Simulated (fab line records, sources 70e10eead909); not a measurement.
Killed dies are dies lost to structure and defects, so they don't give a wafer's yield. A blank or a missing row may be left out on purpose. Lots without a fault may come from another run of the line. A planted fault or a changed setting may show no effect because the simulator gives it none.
Chamber matching | flow nand_harc | NHARC_A_CHANNEL_FILL_D1_ALD_25 on ald_hk-03: 4 sister chambers
The step deposits SiOx, target thk 60 nm, pulse time 10 s, ald cycles 600. 4 wafers are shown with their chamber, then 9 later ones without.

WAFERS WITH THEIR CHAMBER
wafer  | chamber | heater_power_w (W)
L079.1 | 0       | 413
L081.5 | 1       | 525
L085.3 | 2       | 446
L085.5 | 3       | 458

WAFERS WITHOUT THEIR CHAMBER
wafer  | heater_power_w (W)
L087.3 | 444
L087.2 | 534
L087.5 | 453
L088.1 | 531
L088.3 | 426
L088.6 | 444
L091.4 | 420
L091.5 | 438
L091.6 | 536

WHICH CHAMBER EACH WENT THROUGH
wafer  | from the rows above     | in truth
L087.3 | can't be placed: 2 or 3 | 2
L087.2 | 1                       | 1
L087.5 | can't be placed: 3 or 2 | 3
L088.1 | 1                       | 1
L088.3 | can't be placed: 0 or 2 | 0
L088.6 | can't be placed: 2 or 3 | 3
L091.4 | 0                       | 0
L091.5 | can't be placed: 2 or 3 | 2
L091.6 | 1                       | 1
Placed correctly: 4 of 9. Can't be placed from these rows: 5 (the true chamber is among the candidates in 5). Placed wrongly: 0.
How it was worked out, from the rows above alone: a wafer's distance from a chamber is the root of the sum, over the readings, of the square of ((its reading less the chamber's mean) divided by the reading's scatter). The wafer belongs to the nearest chamber; if the next one is less than 2 further off, it can't be placed. A chamber's mean is the mean of its shown wafers. The scatter: with one shown wafer a chamber, the root of the mean of the squares of how far each hidden wafer lies from its nearest shown one.
